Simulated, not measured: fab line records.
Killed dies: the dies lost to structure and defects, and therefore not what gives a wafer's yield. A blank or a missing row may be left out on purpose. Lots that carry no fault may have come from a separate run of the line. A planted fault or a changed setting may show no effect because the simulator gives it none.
What tool caused it? ; flow nand-harc ; Sampling: 6 lots, 17 wafers, 5 of 1302 route steps

== WHAT THE GAUGES SHOWED, per wafer ==
NHARC_A_SGD_CUT_THK_MEAS_22: measures by ellipsometry.
lot;measured;on;thk-nm (nm)
L313;day 20 05:24;film-metro-01;147.0 149.0 148.8
L317;day 21 03:56;film-metro-01;148.2 150.1 149.1
L316;day 22 06:09;film-metro-01;149.0 148.7 151.3
L326;day 25 10:55;film-metro-02;142.4 147.6
L332;day 27 22:08;film-metro-01;149.2 150.4 149.9
L333;day 28 13:10;film-metro-01;147.3 148.7 149.0

== EACH LOT AND THE TOOL THAT RAN IT (in order: tool; ch and the chambers of the sampled wafers; start) ==
lot;NHARC_A_STAIRCASE_DEP_471;NHARC_A_SGD_CUT_ETCH_58;NHARC_A_SGD_CUT_ETCH_59;NHARC_A_SGD_CUT_DEP_20
L313;pecvd-01 ch 0,1,2, day 19 21:38;rie-diel-12 ch 0,2,3, day 19 23:19;rie-diel-12 ch 0,1,3, day 20 00:21 or earlier;fcvd-01 ch 0,1, day 20 00:21
L317;pecvd-01 ch 0,1,2, day 20 20:28;rie-diel-05 ch 0,2,3, day 20 22:01;rie-diel-05 ch 0,1,2, day 20 23:03 or earlier;fcvd-02 ch 0,1, day 20 23:03
L316;pecvd-04 ch 0,2, day 21 22:59;rie-diel-05 ch 1,2,3, day 22 00:40;rie-diel-05 ch 1,2,3, day 22 01:55 or earlier;fcvd-01 ch 0, day 22 01:55
L326;pecvd-02 ch 0, day 25 03:20;rie-diel-12 ch 1, day 25 04:58;rie-diel-12 ch 0, day 25 06:00 or earlier;fcvd-02 ch 0,1, day 25 06:00
L332;pecvd-02 ch 0,2, day 27 13:05;rie-diel-01 ch 0,1,3, day 27 14:55;rie-diel-01 ch 0,2,3, day 27 15:56 or earlier;fcvd-01 ch 0,1, day 27 15:56
L333;pecvd-02 ch 0,1,2, day 28 05:10;rie-diel-01 ch 0,1,2, day 28 06:55;rie-diel-01 ch 0,1,3, day 28 07:56 or earlier;fcvd-02 ch 0, day 28 07:56
- NHARC_A_STAIRCASE_DEP_471: deposits SiO2, target thk 100 nm.
- NHARC_A_SGD_CUT_ETCH_58: etches the open film in CF4, target depth 39 nm, time 65 s.
- NHARC_A_SGD_CUT_ETCH_59: etches the open film in N2/H2, target depth 260 nm, time 406.25 s.
- NHARC_A_SGD_CUT_DEP_20: deposits SiO2, target thk 150 nm.

== THE ANSWER, worked out from the rows above alone ==
Rule: the lots themselves supply what counts as usual. Put in order of their means at a reading, lots are off if they are a third of the lots or fewer, leave a main group of 4 or more, and stand apart from it by a gap of 3 or more times the standard deviation of the main group's means; of several such gaps the widest counts. The tables above print the reading to a certain number of digits; a main group whose means all agree to those digits is not used. Also off: a lot with no number at a reading for which 4 or more lots have one. The other lots that the step has rows for count as sound.
Off: L326 (NHARC_A_SGD_CUT_THK_MEAS_22, thk-nm). For the main group the mean is 149.0 nm and the standard deviation 0.65.
A tool fits if, at a process step before that reading, it ran every lot that is off, and no sound lot after the first of them. The gauges at NHARC_A_SGD_CUT_THK_MEAS_22 are tried like those tools. NHARC_A_SGD_CUT_ETCH_59 gives no start for some lots, so the hours and the order of its lots are those of NHARC_A_SGD_CUT_DEP_20. This does not decide it: 2 tools fit, namely rie-diel-12 at NHARC_A_SGD_CUT_ETCH_58 and NHARC_A_SGD_CUT_ETCH_59 and film-metro-02 at NHARC_A_SGD_CUT_THK_MEAS_22.

== WHAT HAD BEEN PUT IN BY THE SIMULATOR ==
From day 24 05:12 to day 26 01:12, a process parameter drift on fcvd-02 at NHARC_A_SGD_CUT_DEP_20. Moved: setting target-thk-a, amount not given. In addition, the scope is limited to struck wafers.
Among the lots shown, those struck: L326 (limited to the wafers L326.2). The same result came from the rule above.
